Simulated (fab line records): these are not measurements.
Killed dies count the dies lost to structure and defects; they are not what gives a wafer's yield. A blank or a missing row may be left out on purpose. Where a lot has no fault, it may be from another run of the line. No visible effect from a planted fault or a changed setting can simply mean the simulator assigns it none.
Which tool is to blame? :: flow n5-finfet :: 12 lots, 30 wafers sampled, at 5 steps of a route of 1938

== WHAT THE GAUGES READ, wafer by wafer ==
No reading from a measuring or inspecting step in the record can be judged against a usual standard deviation.

== WHAT TOOL EACH LOT RAN ON (gives the tool, then ch and the chambers of the sampled wafers, and finally the start) ==
lot: L920
N5_BEOL_M5_PECVD_70: pecvd-02 ch 2, day 8 19:41
N5_BEOL_M5_DESCUM_16: rie-diel-06 ch 0,1, day 8 20:44
N5_BEOL_M5_ETCH_72: rie-diel-06 ch 0,1, day 8 20:46
N5_BEOL_M5_COAT_74: litho-track-03 ch 0, day 8 23:10
N5_PASSIVATION_PROBE_49: prober-01, day 13 04:12

lot: L922
N5_BEOL_M5_PECVD_70: pecvd-04 ch 0, day 10 14:04
N5_BEOL_M5_DESCUM_16: rie-diel-05 ch 1,3, day 10 16:14
N5_BEOL_M5_ETCH_72: rie-diel-05 ch 1,3, day 10 16:17
N5_BEOL_M5_COAT_74: litho-track-02 ch 0, day 10 18:01
N5_PASSIVATION_PROBE_49: prober-01, day 14 23:56

lot: L928
N5_BEOL_M5_PECVD_70: pecvd-03 ch 0,2, day 11 04:18
N5_BEOL_M5_DESCUM_16: rie-diel-01 ch 0,2,3, day 11 05:39
N5_BEOL_M5_ETCH_72: rie-diel-01 ch 0,2,3, day 11 05:41
N5_BEOL_M5_COAT_74: litho-track-03 ch 0, day 11 06:31
N5_PASSIVATION_PROBE_49: prober-01, day 15 14:23

lot: L925
N5_BEOL_M5_PECVD_70: pecvd-04 ch 0,1,2, day 11 11:02
N5_BEOL_M5_DESCUM_16: rie-diel-05 ch 0,3, day 11 13:07
N5_BEOL_M5_ETCH_72: rie-diel-05 ch 0,3, day 11 13:09
N5_BEOL_M5_COAT_74: litho-track-03 ch 0, day 11 14:18
N5_PASSIVATION_PROBE_49: prober-02, day 15 18:47

lot: L931
N5_BEOL_M5_PECVD_70: pecvd-04 ch 0,1, day 12 13:44
N5_BEOL_M5_DESCUM_16: rie-diel-05 ch 2,3, day 12 16:01
N5_BEOL_M5_ETCH_72: rie-diel-05 ch 2,3, day 12 16:03
N5_BEOL_M5_COAT_74: litho-track-02 ch 0, day 12 19:57
N5_PASSIVATION_PROBE_49: prober-01, day 16 20:45

lot: L932
N5_BEOL_M5_PECVD_70: pecvd-02 ch 1,2, day 12 21:59
N5_BEOL_M5_DESCUM_16: rie-diel-01 ch 0,3, day 12 22:36
N5_BEOL_M5_ETCH_72: rie-diel-01 ch 0,3, day 12 22:38
N5_BEOL_M5_COAT_74: litho-track-02 ch 0, day 12 23:30
N5_PASSIVATION_PROBE_49: prober-02, day 17 14:37

lot: L938
N5_BEOL_M5_PECVD_70: pecvd-02 ch 0,2, day 14 07:03
N5_BEOL_M5_DESCUM_16: rie-diel-06 ch 1,3, day 14 09:43
N5_BEOL_M5_ETCH_72: rie-diel-06 ch 1,3, day 14 09:45
N5_BEOL_M5_COAT_74: litho-track-02 ch 0, day 14 10:11
N5_PASSIVATION_PROBE_49: prober-02, day 18 09:47

lot: L935
N5_BEOL_M5_PECVD_70: pecvd-04 ch 0,2, day 14 11:25
N5_BEOL_M5_DESCUM_16: rie-diel-06 ch 0,1,3, day 14 14:00
N5_BEOL_M5_ETCH_72: rie-diel-06 ch 0,1,3, day 14 14:02
N5_BEOL_M5_COAT_74: litho-track-03 ch 0, day 14 15:50
N5_PASSIVATION_PROBE_49: prober-02, day 18 20:22

lot: L939
N5_BEOL_M5_PECVD_70: pecvd-03 ch 0,2, day 14 16:02
N5_BEOL_M5_DESCUM_16: rie-diel-01 ch 0,1,3, day 14 17:35
N5_BEOL_M5_ETCH_72: rie-diel-01 ch 0,1,3, day 14 17:37
N5_BEOL_M5_COAT_74: litho-track-05 ch 0, day 14 18:07
N5_PASSIVATION_PROBE_49: prober-01, day 18 20:40

lot: L940
N5_BEOL_M5_PECVD_70: pecvd-03 ch 0,1, day 14 21:32
N5_BEOL_M5_DESCUM_16: rie-diel-01 ch 0,1,3, day 15 00:47
N5_BEOL_M5_ETCH_72: rie-diel-01 ch 0,1,3, day 15 00:49
N5_BEOL_M5_COAT_74: litho-track-02 ch 0, day 15 02:32
N5_PASSIVATION_PROBE_49: prober-02, day 19 06:24

lot: L941
N5_BEOL_M5_PECVD_70: pecvd-03 ch 0,1, day 15 14:06
N5_BEOL_M5_DESCUM_16: rie-diel-05 ch 0,1, day 15 16:01
N5_BEOL_M5_ETCH_72: rie-diel-05 ch 0,1, day 15 16:04
N5_BEOL_M5_COAT_74: litho-track-02 ch 0, day 15 16:38
N5_PASSIVATION_PROBE_49: prober-01, day 20 05:56

lot: L942
N5_BEOL_M5_PECVD_70: pecvd-04 ch 0, day 15 15:02
N5_BEOL_M5_DESCUM_16: rie-diel-01 ch 0,3, day 15 17:03
N5_BEOL_M5_ETCH_72: rie-diel-01 ch 0,3, day 15 17:05
N5_BEOL_M5_COAT_74: litho-track-03 ch 0, day 15 19:37
N5_PASSIVATION_PROBE_49: prober-01, day 20 05:32
- N5_BEOL_M5_PECVD_70: deposits SiO2 from TEOS/O2, target thk 16 nm, time 18 s.
- N5_BEOL_M5_DESCUM_16: chemistry O2, time 7 s.
- N5_BEOL_M5_ETCH_72: etches underlayer in N2/H2, target depth 6.5 nm, time 5.2 s.
- N5_BEOL_M5_COAT_74: time 60 s, resist thk 5 nm.
- N5_PASSIVATION_PROBE_49

== AS READ BY THE TOOLS THEMSELVES (means over the sampled wafers that have a number; for cases with no such wafer, the mark the record gives instead) ==
N5_BEOL_M5_PECVD_70. Usual: heater-power-w 728 W, standard deviation 98; showerhead-plenum-p-Torr 8.80 Torr, standard deviation 0.067; throttle-valve-pct 22.6 %, standard deviation 1.1.
lot: L920
tool: pecvd-02
heater-power-w (W): 722
showerhead-plenum-p-Torr (Torr): 8.84
throttle-valve-pct (%): 23.7
flag: 

lot: L922
tool: pecvd-04
heater-power-w (W): 823
showerhead-plenum-p-Torr (Torr): 8.68
throttle-valve-pct (%): 22.0
flag: 

lot: L928
tool: pecvd-03
heater-power-w (W): 692
showerhead-plenum-p-Torr (Torr): 8.86
throttle-valve-pct (%): 22.3
flag: 

lot: L925
tool: pecvd-04
heater-power-w (W): 750
showerhead-plenum-p-Torr (Torr): 8.74
throttle-valve-pct (%): 22.6
flag: 

lot: L931
tool: pecvd-04
heater-power-w (W): 812
showerhead-plenum-p-Torr (Torr): 8.79
throttle-valve-pct (%): 23.2
flag: 

lot: L932
tool: pecvd-02
heater-power-w (W): 709
showerhead-plenum-p-Torr (Torr): 8.80
throttle-valve-pct (%): 22.8
flag: 

lot: L938
tool: pecvd-02
heater-power-w (W): 756
showerhead-plenum-p-Torr (Torr): 8.83
throttle-valve-pct (%): 22.1
flag: 

lot: L935
tool: pecvd-04
heater-power-w (W): 865
showerhead-plenum-p-Torr (Torr): 8.70
throttle-valve-pct (%): 21.6
flag: 

lot: L939
tool: pecvd-03
heater-power-w (W): 717
showerhead-plenum-p-Torr (Torr): 8.87
throttle-valve-pct (%): 22.5
flag: 

lot: L940
tool: pecvd-03
heater-power-w (W): 651
showerhead-plenum-p-Torr (Torr): 8.86
throttle-valve-pct (%): 22.6
flag: 

lot: L941
tool: pecvd-03
heater-power-w (W): 584
showerhead-plenum-p-Torr (Torr): 8.85
throttle-valve-pct (%): 22.7
flag: 

lot: L942
tool: pecvd-04
heater-power-w (W): 883
showerhead-plenum-p-Torr (Torr): 8.67
throttle-valve-pct (%): 22.1
flag: 

N5_BEOL_M5_DESCUM_16. Usual: drypump-motor-current-A 5.79 A, standard deviation 0.26; oes-product-au 0.78 a.u., standard deviation 0.079; rf-vpp-V 242.9 V, standard deviation 1.3; showerhead-plenum-p-Torr 2.07 Torr, standard deviation 0.059; throttle-valve-pct 20.3 %, standard deviation 0.31.
lot: L920
tool: rie-diel-06
drypump-motor-current-A (A): 6.09
oes-product-au (a.u.): 0.74
rf-vpp-V (V): 243.5
showerhead-plenum-p-Torr (Torr): 2.06
throttle-valve-pct (%): 20.2
flag: 

lot: L922
tool: rie-diel-05
drypump-motor-current-A (A): 5.45
oes-product-au (a.u.): 0.76
rf-vpp-V (V): 242.1
showerhead-plenum-p-Torr (Torr): 2.00
throttle-valve-pct (%): 20.4
flag: 

lot: L928
tool: rie-diel-01
drypump-motor-current-A (A): 5.72
oes-product-au (a.u.): 0.80
rf-vpp-V (V): 243.6
showerhead-plenum-p-Torr (Torr): 2.10
throttle-valve-pct (%): 20.1
flag: 

lot: L925
tool: rie-diel-05
drypump-motor-current-A (A): 5.77
oes-product-au (a.u.): 0.75
rf-vpp-V (V): 242.0
showerhead-plenum-p-Torr (Torr): 2.05
throttle-valve-pct (%): 20.3
flag: 

lot: L931
tool: rie-diel-05
drypump-motor-current-A (A): 5.71
oes-product-au (a.u.): 0.90
rf-vpp-V (V): 242.2
showerhead-plenum-p-Torr (Torr): 2.04
throttle-valve-pct (%): 20.3
flag: 

lot: L932
tool: rie-diel-01
drypump-motor-current-A (A): 5.76
oes-product-au (a.u.): 0.83
rf-vpp-V (V): 242.6
showerhead-plenum-p-Torr (Torr): 2.07
throttle-valve-pct (%): 20.0
flag: 

lot: L938
tool: rie-diel-06
drypump-motor-current-A (A): 5.83
oes-product-au (a.u.): 0.76
rf-vpp-V (V): 242.4
showerhead-plenum-p-Torr (Torr): 2.06
throttle-valve-pct (%): 20.2
flag: 

lot: L935
tool: rie-diel-06
drypump-motor-current-A (A): 5.85
oes-product-au (a.u.): 0.74
rf-vpp-V (V): 243.6
showerhead-plenum-p-Torr (Torr): 2.09
throttle-valve-pct (%): 20.3
flag: 

lot: L939
tool: rie-diel-01
drypump-motor-current-A (A): 5.87
oes-product-au (a.u.): 0.80
rf-vpp-V (V): 243.5
showerhead-plenum-p-Torr (Torr): 2.07
throttle-valve-pct (%): 20.1
flag: 

lot: L940
tool: rie-diel-01
drypump-motor-current-A (A): 5.87
oes-product-au (a.u.): 0.80
rf-vpp-V (V): 243.7
showerhead-plenum-p-Torr (Torr): 2.07
throttle-valve-pct (%): 20.1
flag: 

lot: L941
tool: rie-diel-05
drypump-motor-current-A (A): 5.55
oes-product-au (a.u.): 0.69
rf-vpp-V (V): 242.8
showerhead-plenum-p-Torr (Torr): 2.04
throttle-valve-pct (%): 20.7
flag: 

lot: L942
tool: rie-diel-01
drypump-motor-current-A (A): 5.76
oes-product-au (a.u.): 0.80
rf-vpp-V (V): 242.8
showerhead-plenum-p-Torr (Torr): 2.06
throttle-valve-pct (%): 20.0
flag: 

N5_BEOL_M5_ETCH_72. Usual: bias-w is 150.0 W with standard deviation 0.5, drypump-motor-current-A is 5.80 A with standard deviation 0.26, etch-rf-on-time-s is 5.18 s with standard deviation 0.14, oes-product-au is 0.67 a.u. with standard deviation 0.069, rf-vpp-V is 523.6 V with standard deviation 2.8, showerhead-plenum-p-Torr is 2.52 Torr with standard deviation 0.082, and throttle-valve-pct is 17.8 % with standard deviation 0.32.
lot: L920
tool: rie-diel-06
bias-w (W): 149.3
drypump-motor-current-A (A): 6.07
etch-rf-on-time-s (s): 5.10
oes-product-au (a.u.): 0.64
rf-vpp-V (V): 522.5
showerhead-plenum-p-Torr (Torr): 2.53
throttle-valve-pct (%): 17.8
flag: 

lot: L922
tool: rie-diel-05
bias-w (W): 149.7
drypump-motor-current-A (A): 5.48
etch-rf-on-time-s (s): 5.09
oes-product-au (a.u.): 0.67
rf-vpp-V (V): 521.5
showerhead-plenum-p-Torr (Torr): 2.44
throttle-valve-pct (%): 17.8
flag: 

lot: L928
tool: rie-diel-01
bias-w (W): 149.9
drypump-motor-current-A (A): 5.74
etch-rf-on-time-s (s): 5.13
oes-product-au (a.u.): 0.70
rf-vpp-V (V): 523.6
showerhead-plenum-p-Torr (Torr): 2.55
throttle-valve-pct (%): 17.6
flag: 

lot: L925
tool: rie-diel-05
bias-w (W): 150.2
drypump-motor-current-A (A): 5.78
etch-rf-on-time-s (s): 5.21
oes-product-au (a.u.): 0.64
rf-vpp-V (V): 521.7
showerhead-plenum-p-Torr (Torr): 2.49
throttle-valve-pct (%): 17.8
flag: 

lot: L931
tool: rie-diel-05
bias-w (W): 149.9
drypump-motor-current-A (A): 5.71
etch-rf-on-time-s (s): 5.16
oes-product-au (a.u.): 0.76
rf-vpp-V (V): 521.1
showerhead-plenum-p-Torr (Torr): 2.48
throttle-valve-pct (%): 17.7
flag: 

lot: L932
tool: rie-diel-01
bias-w (W): 150.3
drypump-motor-current-A (A): 5.78
etch-rf-on-time-s (s): 5.01
oes-product-au (a.u.): 0.73
rf-vpp-V (V): 523.8
showerhead-plenum-p-Torr (Torr): 2.51
throttle-valve-pct (%): 17.4
flag: 

lot: L938
tool: rie-diel-06
bias-w (W): 149.5
drypump-motor-current-A (A): 5.88
etch-rf-on-time-s (s): 5.31
oes-product-au (a.u.): 0.65
rf-vpp-V (V): 524.2
showerhead-plenum-p-Torr (Torr): 2.54
throttle-valve-pct (%): 17.8
flag: 

lot: L935
tool: rie-diel-06
bias-w (W): 150.1
drypump-motor-current-A (A): 5.86
etch-rf-on-time-s (s): 5.19
oes-product-au (a.u.): 0.64
rf-vpp-V (V): 524.7
showerhead-plenum-p-Torr (Torr): 2.57
throttle-valve-pct (%): 17.9
flag: 

lot: L939
tool: rie-diel-01
bias-w (W): 150.0
drypump-motor-current-A (A): 5.89
etch-rf-on-time-s (s): 5.21
oes-product-au (a.u.): 0.69
rf-vpp-V (V): 523.8
showerhead-plenum-p-Torr (Torr): 2.52
throttle-valve-pct (%): 17.6
flag: 

lot: L940
tool: rie-diel-01
bias-w (W): 150.0
drypump-motor-current-A (A): 5.87
etch-rf-on-time-s (s): 5.24
oes-product-au (a.u.): 0.69
rf-vpp-V (V): 524.1
showerhead-plenum-p-Torr (Torr): 2.52
throttle-valve-pct (%): 17.6
flag: 

lot: L941
tool: rie-diel-05
bias-w (W): 150.3
drypump-motor-current-A (A): 5.60
etch-rf-on-time-s (s): 5.35
oes-product-au (a.u.): 0.59
rf-vpp-V (V): 521.4
showerhead-plenum-p-Torr (Torr): 2.46
throttle-valve-pct (%): 17.9
flag: 

lot: L942
tool: rie-diel-01
bias-w (W): 150.1
drypump-motor-current-A (A): 5.76
etch-rf-on-time-s (s): 5.15
oes-product-au (a.u.): 0.69
rf-vpp-V (V): 522.4
showerhead-plenum-p-Torr (Torr): 2.50
throttle-valve-pct (%): 17.4
flag: 

N5_BEOL_M5_COAT_74. Usual: exhaust-pa 45.0 Pa, standard deviation 0.81; heater-power-total-W 391.7 W, standard deviation 1.3; plate-temp-C 205.00 C, standard deviation 0.15; spin-speed-rpm 1499.9 rpm, standard deviation 1.1.
lot: L920
tool: litho-track-03
exhaust-pa (Pa): 44.8
heater-power-total-W (W): 391.7
plate-temp-C (C): 204.81
spin-speed-rpm (rpm): 1500.0
flag: 

lot: L922
tool: litho-track-02
exhaust-pa (Pa): 45.6
heater-power-total-W (W): 391.9
plate-temp-C (C): 205.08
spin-speed-rpm (rpm): 1501.2
flag: 

lot: L928
tool: litho-track-03
exhaust-pa (Pa): 46.0
heater-power-total-W (W): 385.2
plate-temp-C (C): 201.98
spin-speed-rpm (rpm): 1499.4
flag: OFF

lot: L925
tool: litho-track-03
exhaust-pa (Pa): 45.7
heater-power-total-W (W): 384.8
plate-temp-C (C): 202.06
spin-speed-rpm (rpm): 1499.4
flag: OFF

lot: L931
tool: litho-track-02
exhaust-pa (Pa): 45.7
heater-power-total-W (W): 389.6
plate-temp-C (C): 205.15
spin-speed-rpm (rpm): 1499.0
flag: 

lot: L932
tool: litho-track-02
exhaust-pa (Pa): 44.5
heater-power-total-W (W): 390.7
plate-temp-C (C): 205.12
spin-speed-rpm (rpm): 1501.1
flag: 

lot: L938
tool: litho-track-02
exhaust-pa (Pa): 45.0
heater-power-total-W (W): 390.1
plate-temp-C (C): 204.81
spin-speed-rpm (rpm): 1500.6
flag: 

lot: L935
tool: litho-track-03
exhaust-pa (Pa): 44.5
heater-power-total-W (W): 392.3
plate-temp-C (C): 204.94
spin-speed-rpm (rpm): 1500.5
flag: 

lot: L939
tool: litho-track-05
exhaust-pa (Pa): 44.7
heater-power-total-W (W): 391.5
plate-temp-C (C): 204.91
spin-speed-rpm (rpm): 1500.2
flag: 

lot: L940
tool: litho-track-02
exhaust-pa (Pa): 44.2
heater-power-total-W (W): 391.8
plate-temp-C (C): 205.10
spin-speed-rpm (rpm): 1501.4
flag: 

lot: L941
tool: litho-track-02
exhaust-pa (Pa): 43.7
heater-power-total-W (W): 392.5
plate-temp-C (C): 204.94
spin-speed-rpm (rpm): 1499.2
flag: 

lot: L942
tool: litho-track-03
exhaust-pa (Pa): 45.6
heater-power-total-W (W): 390.9
plate-temp-C (C): 205.12
spin-speed-rpm (rpm): 1501.6
flag: 

N5_PASSIVATION_PROBE_49. Usual: defect-limited-yield 91.2 %, standard deviation 1.4; killed_at_M0_to_M3 34, standard deviation 9.3; killed_at_M4_up 14, standard deviation 5.9; killed-at-contacts 14, standard deviation 5.7; killed-at-front-end 38, standard deviation 10; killed-at-other 4, standard deviation 3.2; killed-dies 104, standard deviation 17; killed-open 67, standard deviation 13; killed-short 33, standard deviation 6.9; sort_bin_5_function 5.2 %, standard deviation 1; sort_bin_6_memory 3.3 %, standard deviation 0.61; sort_bin_8_speed 0.3 %, standard deviation 1.8; sort-n-pass 1069, standard deviation 52.
lot: L920
tool: prober-01
defect-limited-yield (%): 90.7
killed_at_M0_to_M3: 35
killed_at_M4_up: 12
killed-at-contacts: 20
killed-at-front-end: 36
killed-at-other: 8
killed-dies: 110
killed-open: 67
killed-short: 37
sort_bin_5_function (%): 6.0
sort_bin_6_memory (%): 2.8
sort_bin_8_speed (%): 9.3
sort-n-pass: 960
flag: OFF

lot: L922
tool: prober-01
defect-limited-yield (%): 90.8
killed_at_M0_to_M3: 40
killed_at_M4_up: 18
killed-at-contacts: 15
killed-at-front-end: 32
killed-at-other: 4
killed-dies: 109
killed-open: 70
killed-short: 35
sort_bin_5_function (%): 5.8
sort_bin_6_memory (%): 3.0
sort_bin_8_speed (%): 0.1
sort-n-pass: 1070
flag: 

lot: L928
tool: prober-01
defect-limited-yield (%): 90.7
killed_at_M0_to_M3: 39
killed_at_M4_up: 13
killed-at-contacts: 15
killed-at-front-end: 42
killed-at-other: 1
killed-dies: 110
killed-open: 71
killed-short: 35
sort_bin_5_function (%): 5.8
sort_bin_6_memory (%): 3.3
sort_bin_8_speed (%): 0.1
sort-n-pass: 1070
flag: 

lot: L925
tool: prober-02
defect-limited-yield (%): 91.2
killed_at_M0_to_M3: 31
killed_at_M4_up: 12
killed-at-contacts: 14
killed-at-front-end: 43
killed-at-other: 4
killed-dies: 104
killed-open: 66
killed-short: 33
sort_bin_5_function (%): 5.0
sort_bin_6_memory (%): 3.4
sort_bin_8_speed (%): 0.0
sort-n-pass: 1076
flag: 

lot: L931
tool: prober-01
defect-limited-yield (%): 90.2
killed_at_M0_to_M3: 42
killed_at_M4_up: 11
killed-at-contacts: 16
killed-at-front-end: 39
killed-at-other: 8
killed-dies: 116
killed-open: 72
killed-short: 34
sort_bin_5_function (%): 6.5
sort_bin_6_memory (%): 3.3
sort_bin_8_speed (%): 0.0
sort-n-pass: 1064
flag: 

lot: L932
tool: prober-02
defect-limited-yield (%): 93.3
killed_at_M0_to_M3: 20
killed_at_M4_up: 18
killed-at-contacts: 8
killed-at-front-end: 30
killed-at-other: 3
killed-dies: 80
killed-open: 55
killed-short: 22
sort_bin_5_function (%): 4.3
sort_bin_6_memory (%): 2.3
sort_bin_8_speed (%): 0.0
sort-n-pass: 1098
flag: 

lot: L938
tool: prober-02
defect-limited-yield (%): 90.9
killed_at_M0_to_M3: 34
killed_at_M4_up: 11
killed-at-contacts: 13
killed-at-front-end: 46
killed-at-other: 3
killed-dies: 108
killed-open: 65
killed-short: 38
sort_bin_5_function (%): 5.5
sort_bin_6_memory (%): 3.3
sort_bin_8_speed (%): 0.0
sort-n-pass: 1072
flag: 

lot: L935
tool: prober-02
defect-limited-yield (%): 90.3
killed_at_M0_to_M3: 29
killed_at_M4_up: 12
killed-at-contacts: 9
killed-at-front-end: 61
killed-at-other: 3
killed-dies: 115
killed-open: 78
killed-short: 36
sort_bin_5_function (%): 6.0
sort_bin_6_memory (%): 3.4
sort_bin_8_speed (%): 0.0
sort-n-pass: 1065
flag: 

lot: L939
tool: prober-01
defect-limited-yield (%): 91.4
killed_at_M0_to_M3: 36
killed_at_M4_up: 11
killed-at-contacts: 16
killed-at-front-end: 32
killed-at-other: 6
killed-dies: 101
killed-open: 62
killed-short: 31
sort_bin_5_function (%): 5.1
sort_bin_6_memory (%): 3.1
sort_bin_8_speed (%): 0.0
sort-n-pass: 1079
flag: 

lot: L940
tool: prober-02
defect-limited-yield (%): 92.4
killed_at_M0_to_M3: 29
killed_at_M4_up: 9
killed-at-contacts: 13
killed-at-front-end: 37
killed-at-other: 2
killed-dies: 90
killed-open: 57
killed-short: 29
sort_bin_5_function (%): 4.5
sort_bin_6_memory (%): 2.8
sort_bin_8_speed (%): 0.0
sort-n-pass: 1090
flag: 

lot: L941
tool: prober-01
defect-limited-yield (%): 92.9
killed_at_M0_to_M3: 26
killed_at_M4_up: 17
killed-at-contacts: 14
killed-at-front-end: 25
killed-at-other: 2
killed-dies: 84
killed-open: 59
killed-short: 24
sort_bin_5_function (%): 4.2
sort_bin_6_memory (%): 2.7
sort_bin_8_speed (%): 0.0
sort-n-pass: 1096
flag: 

lot: L942
tool: prober-01
defect-limited-yield (%): 90.3
killed_at_M0_to_M3: 39
killed_at_M4_up: 14
killed-at-contacts: 8
killed-at-front-end: 44
killed-at-other: 9
killed-dies: 114
killed-open: 64
killed-short: 40
sort_bin_5_function (%): 6.0
sort_bin_6_memory (%): 3.2
sort_bin_8_speed (%): 0.0
sort-n-pass: 1066
flag: 

== THE ANSWER, worked out from the rows above alone ==
Rule: a lot counts as off when the mean over its wafers that have a number is more than 3 standard deviations away from the usual mean. A lot without any number at a reading at which 4 lots or more have one is off too. Where the step has rows for the other lots, those lots are counted as sound. Order of review: gauges by route order, followed by the tools' own readings, for which a lot's mean as printed above is used. At the first step where some lot is off, the reading lying furthest off is the one used; lots without a number count as furthest.
Off at N5_BEOL_M5_COAT_74 (plate-temp-C): L928, L925.
A tool fits if, at that step or a process step before it, it ran every lot that is off, and no sound lot after the first of them. Of those tried, none fits.

== WHAT THE SIMULATOR HAD PUT IN ==
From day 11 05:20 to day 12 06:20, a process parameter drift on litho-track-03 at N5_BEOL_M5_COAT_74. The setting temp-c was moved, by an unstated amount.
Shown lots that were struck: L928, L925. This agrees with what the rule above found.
